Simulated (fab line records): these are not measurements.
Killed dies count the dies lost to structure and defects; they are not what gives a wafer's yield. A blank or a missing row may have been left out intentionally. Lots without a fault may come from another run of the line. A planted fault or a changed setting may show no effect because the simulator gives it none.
3 desks, one fault -- flow n5 finfet -- numbers are kept per desk, each desk with only its own; the story behind them comes last

== TOOL OWNER'S DESK, rie diel-06 ==
The tool's own readings at N5_BEOL_M3_ETCH_70 (etches SOC in N2/H2, target depth 80 nm, overetch 16 nm, time 120 s): means of the sampled wafers that have a number, for each lot that ran on this tool. If a lot's mean is further than 4 standard deviations from the usual mean, the lot is out of limits and carries the mark OUT (the distance appears in the brackets). 7 of its 8 readings are shown: the first one out of limits and those lying furthest out on some lot.
Columns: A = bias w at N5_BEOL_M3_ETCH_70, usual 150.0 W; B = drypump motor current A at N5_BEOL_M3_ETCH_70, usual 5.7 A; C = h2 flow sccm at N5_BEOL_M3_ETCH_70, usual 200.0 sccm; D = oes product au at N5_BEOL_M3_ETCH_70, usual 0.62 a.u.; E = rf fwd power W at N5_BEOL_M3_ETCH_70, usual 834.6 W; F = rf vpp V at N5_BEOL_M3_ETCH_70, usual 524.5 V; G = showerhead plenum p Torr at N5_BEOL_M3_ETCH_70, usual 2.56 Torr
lot,first seen here,A,B,C,D,E,F,G
L824,day 8 15:43,149.9,5.7,200.5,0.59,834.1,525.2,2.57
L828,day 9 23:11,150.0,5.8,200.3,0.59,837.2,524.9,2.57
L831,day 10 15:17,167.3 (+39) OUT,5.8,200.1,0.59,835.9,558.4 (+12) OUT,2.51
This desk finds L831 out of limits, L831 being first, at day 10 15:17 (bias w at N5_BEOL_M3_ETCH_70). L824, L828: within limits.

== FROM THE METROLOGY DESK ==
What the gauges read, lot by lot, whatever tool the lot ran on: means of the sampled wafers that have a number. If a lot's mean is further than 4 standard deviations from the usual mean, the lot is out of limits and carries the mark OUT (the distance appears in the brackets). It has 11 readings; the 7 that lie furthest out on some lot are the ones shown.
Columns: A = DIBL_N at N5_BEOL_M4_RC_MEAS_101, usual 37.1 mV/V; B = IOFF_P at N5_BEOL_M4_RC_MEAS_101, usual 0.23 nA/um; C = ION_P at N5_BEOL_M4_RC_MEAS_101, usual 468 uA/um; D = SS_N at N5_BEOL_M4_RC_MEAS_101, usual 71.9 mV/dec; E = SS_P at N5_BEOL_M4_RC_MEAS_101, usual 73.5 mV/dec; F = VT_N at N5_BEOL_M4_RC_MEAS_101, usual 248 mV; G = VT_P at N5_BEOL_M4_RC_MEAS_101, usual -248 mV
lot,first seen here,A,B,C,D,E,F,G
L819,day 7 16:06,34.5,0.21,468,71.4,73.6,252,-248
L821,day 7 20:50,36.0,0.24,470,71.8,73.5,251,-246
L824,day 8 14:07,34.5,0.17,459,71.5,72.3,250,-253
L825,day 9 01:51,36.0,0.23,474,71.7,73.2,247,-248
L828,day 9 20:53,37.5,0.24,474,71.5,73.7,249,-248
L831,day 10 14:52,37.5,0.23,460,72.8,73.0,248,-250
L835,day 11 12:40,39.8,0.30,475,72.1,74.1,244,-244
L836,day 11 16:31,37.3,0.18,448,73.1,73.3,250,-254
L839,day 12 14:01,34.5,0.23,464,71.7,72.6,250,-248
L840,day 12 17:53,36.7,0.22,458,71.8,73.4,248,-251
This desk found nothing out of limits on any of the 10 lots.

== THE DEFECT DESK ==
Inspection counts along the route, by lot: the mean over sampled wafers that carry a number. If a lot's mean is further than 4 standard deviations from the usual mean, the lot is out of limits and carries the mark OUT (the distance appears in the brackets).
Columns: A = raw defect count at N5_BEOL_M2_INSPECT_59, usual 69
lot,first seen here,A
L819,day 7 12:43,73
L821,day 7 18:20,46
L824,day 8 12:11,105
L825,day 9 00:13,46
L828,day 9 17:44,65
L831,day 10 13:01,100
L835,day 11 10:39,92
L836,day 11 14:06,42
L839,day 12 09:56,64
L840,day 12 14:22,49
This desk found nothing out of limits on any of the 10 lots.

== PUT TOGETHER ==
The tool owner's desk could have raised an alarm at day 10 15:17, on L831.
Nothing out of limits was seen by the metrology desk.
The defect desk saw nothing out of limits.
The metrology desk has L831 on record, within its limits.
The defect desk has L831 on record, within its limits.
On rie diel-06, each named lot ran N5_BEOL_M3_ETCH_70.

== WHAT THE SIMULATOR PUT IN ==
rie diel-06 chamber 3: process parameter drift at N5_BEOL_M3_ETCH_70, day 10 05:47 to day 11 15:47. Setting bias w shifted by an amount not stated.
Struck lots among those shown: L831.
Delay in hours, fault start to first out-of-limits reading, by desk: the tool owner's desk at 10.
